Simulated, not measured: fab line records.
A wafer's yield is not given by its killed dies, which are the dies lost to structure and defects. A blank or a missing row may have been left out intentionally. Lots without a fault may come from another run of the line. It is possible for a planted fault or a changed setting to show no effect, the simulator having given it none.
Matching of chambers | flow nandHarc | 4 sister chambers for NHARC_A_CHANNEL_FILL_D2_ALD_25 on aldHk-02
The step deposits SiOx, target thk 60 nm, pulse time 10 s, ald cycles 600. 8 wafers are shown with their chamber, then 11 later ones without.

== WAFERS, EACH WITH ITS CHAMBER ==
wafer  | chamber | heaterPowerW (W) | precursorPulseHeightRel
L088.4 | 3       | 440              | 1.012
L088.5 | 0       | 583              | 0.990
L089.1 | 2       | 389              | 0.979
L089.3 | 3       | 454              | 1.000
L089.4 | 0       | 579              | 1.019
L089.5 | 1       | 508              | 0.981
L089.6 | 2       | 378              | 0.967
L091.4 | 1       | 514              | 1.007

== WAFERS WITHOUT THEIR CHAMBER ==
wafer  | heaterPowerW (W) | precursorPulseHeightRel
L091.2 | 585              | 1.019
L091.5 | 516              | 1.000
L095.2 | 575              | 0.989
L095.3 | 433              | 0.992
L095.6 | 495              | 0.993
L097.3 | 504              | 1.017
L097.1 | 403              | 1.011
L097.2 | 432              | 1.012
L097.4 | 567              | 1.005
L097.5 | 396              | 0.995
L097.6 | 497              | 0.965

== WHICH CHAMBER EACH WENT THROUGH ==
wafer  | from the rows above | in truth
L091.2 | 0                   | 0
L091.5 | 1                   | 1
L095.2 | 0                   | 0
L095.3 | 3                   | 3
L095.6 | 1                   | 1
L097.3 | 1                   | 1
L097.1 | 2                   | 2
L097.2 | 3                   | 3
L097.4 | 0                   | 0
L097.5 | 2                   | 2
L097.6 | 1                   | 1
Correct placement for 11 of the 11. Can't be placed from these rows: 0. Number placed wrongly: 0.
How it was worked out, from the rows above alone: a wafer's distance from a chamber is the root of the sum, over the readings, of the square of ((its reading less the chamber's mean) divided by the reading's scatter). If the next closest chamber is less than 2 further off than the closest, the wafer can't be placed; otherwise it belongs to the closest. The mean given for a chamber averages the wafers shown for that chamber. The scatter: take each reading less its chamber's mean, square it, sum over the shown wafers, divide by the number of wafers less the number of chambers, and take the root.
